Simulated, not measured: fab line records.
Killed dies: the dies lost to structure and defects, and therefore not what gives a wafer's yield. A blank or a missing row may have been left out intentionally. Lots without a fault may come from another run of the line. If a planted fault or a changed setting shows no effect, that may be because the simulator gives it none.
Problem report in the 8D (eight disciplines) form, filled by code / flow n5Finfet / the parts of the form that need people (team, actions taken, sign-off) are left out

## 1. WHAT IS WRONG
Wafers without a fault read 50.29 rpm, standard deviation 0.031; platenRpm at N5_HKMG_FIN_CMP_23 reads a mean of 48.28 rpm on 9 wafers belonging to 3 lots. That puts it -65 standard deviations away from the usual mean.
The step: polishes, stops on SiNx, t overpolish 10 s, target thk 46.326 nm.
First observed at day 7 06:23: wafer L476.2, on cmp-03. The record has a number at this step for 21 wafers belonging to 7 lots. Rule for "out" (also "out of limits"): further than 4 standard deviations from the usual mean. All remaining wafers that have a number are taken as sound.

## 2. WHAT THIS IS AND IS NOT
question=which readings at this step | is=platenRpm | is not=headPressurePsi, motorCurrentA, overpolishRunS, timeToEndpointS
question=which lots | is=L476, L478, L479 | is not=L471, L477, L485, L487
question=which wafers of those lots | is=all that have a number | is not=-
question=read on which tools | is=cmp-03 | is not=cmp-01, cmp-04
question=when | is=from day 7 06:23 | is not=up to then (3 sound wafers); but 9 sound wafers of L477, L485, L487 came after

## 3. WHAT RULES OUT EACH SUSPECT
Counting: a tool stays on the suspect list if, at a process step up to the reading, it processed all lots that are out and no sound lot following the first of them.
- cmp-03 at N5_HKMG_FIN_CMP_23 (polishes, stops on SiNx, t overpolish 10 s, target thk 46.326 nm): ruled out as a lasting fault. Following L476 (day 7 06:23), the first lot on it that is out, the sound lots L487 were run on it.
Left after counting: nothing in the record.

## 4. THE CAUSE (what the simulator had put in)
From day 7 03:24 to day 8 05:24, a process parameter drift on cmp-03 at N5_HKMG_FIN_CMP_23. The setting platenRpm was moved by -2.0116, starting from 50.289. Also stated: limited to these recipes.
Counting ruled it out, wrongly.

## 5. THE CHAIN OF EFFECTS, in route order
Each row: a reading whose mean over the struck wafers that have a number lies more than 3 standard deviations from the usual. Readings are gone through only where the record gives a usual standard deviation; hours: the median, over the lots, of the time from a lot's start at the first step in this table giving one to that lot's start at this step; sigmas: the change measured in usual standard deviations.
hours=0; step=N5_HKMG_FIN_CMP_23; reading=platenRpm; usual=50.29 rpm; on struck wafers=48.28; change=-2.01; sigmas=-65
Here are the process steps it includes:
- N5_HKMG_FIN_CMP_23: polishes, stops on SiNx, t overpolish 10 s, target thk 46.326 nm.

## 6. HOW IT WOULD HAVE BEEN CAUGHT EARLIER
3 hours passed between the start of the fault at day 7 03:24 and the first reading out of limits in this record, taken at day 7 06:23.
